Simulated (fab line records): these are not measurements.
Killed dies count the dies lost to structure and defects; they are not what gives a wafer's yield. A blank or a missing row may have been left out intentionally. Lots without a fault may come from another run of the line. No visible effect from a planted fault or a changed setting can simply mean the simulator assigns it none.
Matching of chambers || flow nand harc || NHARC_A_M0_ETCH_34 on rie diel-09 has 4 sister chambers
The step etches the open film in N2/H2, target depth 40 nm, overetch 12 nm, time 43.94 s. 4 wafers are shown with their chamber, then 11 later ones without.

== WAFERS PAIRED WITH THEIR CHAMBERS ==
{"wafer": "L092.1", "chamber": 1, "rf vpp V (V)": 429.5}
{"wafer": "L092.5", "chamber": 0, "rf vpp V (V)": 432.1}
{"wafer": "L090.2", "chamber": 2, "rf vpp V (V)": 427.7}
{"wafer": "L093.1", "chamber": 3, "rf vpp V (V)": 433.0}

== WAFERS WITHOUT THEIR CHAMBER ==
{"wafer": "L093.3", "rf vpp V (V)": 427.3}
{"wafer": "L093.5", "rf vpp V (V)": 432.6}
{"wafer": "L095.1", "rf vpp V (V)": 429.3}
{"wafer": "L095.4", "rf vpp V (V)": 433.5}
{"wafer": "L095.6", "rf vpp V (V)": 427.6}
{"wafer": "L096.1", "rf vpp V (V)": 428.7}
{"wafer": "L096.2", "rf vpp V (V)": 432.5}
{"wafer": "L096.3", "rf vpp V (V)": 434.2}
{"wafer": "L096.4", "rf vpp V (V)": 429.6}
{"wafer": "L096.5", "rf vpp V (V)": 431.7}
{"wafer": "L096.6", "rf vpp V (V)": 433.2}

== THE CHAMBER EACH PASSED THROUGH ==
{"wafer": "L093.3", "from the rows above": 2, "in truth": 2}
{"wafer": "L093.5", "from the rows above": "can't be placed: 3 or 0", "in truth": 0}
{"wafer": "L095.1", "from the rows above": 1, "in truth": 1}
{"wafer": "L095.4", "from the rows above": "can't be placed: 3 or 0", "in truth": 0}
{"wafer": "L095.6", "from the rows above": 2, "in truth": 2}
{"wafer": "L096.1", "from the rows above": "can't be placed: 1 or 2", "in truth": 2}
{"wafer": "L096.2", "from the rows above": "can't be placed: 0 or 3", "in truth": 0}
{"wafer": "L096.3", "from the rows above": "can't be placed: 3 or 0", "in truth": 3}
{"wafer": "L096.4", "from the rows above": 1, "in truth": 1}
{"wafer": "L096.5", "from the rows above": "can't be placed: 0 or 3", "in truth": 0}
{"wafer": "L096.6", "from the rows above": "can't be placed: 3 or 0", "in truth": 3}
Correctly placed: 4 of 11. Not placeable from these rows: 7 (in 7, the candidates include the true chamber). Number placed wrongly: 0.
How it was worked out, from the rows above alone: a wafer's distance from a chamber is the root of the sum, over the readings, of the square of ((its reading less the chamber's mean) divided by the reading's scatter). The wafer belongs to the nearest chamber; if the next one is less than 2 further off, it can't be placed. For every chamber, the mean is computed from those of its wafers that are shown. The scatter: root of mean squared gap, hidden wafer to nearest shown wafer, with one shown wafer a chamber.
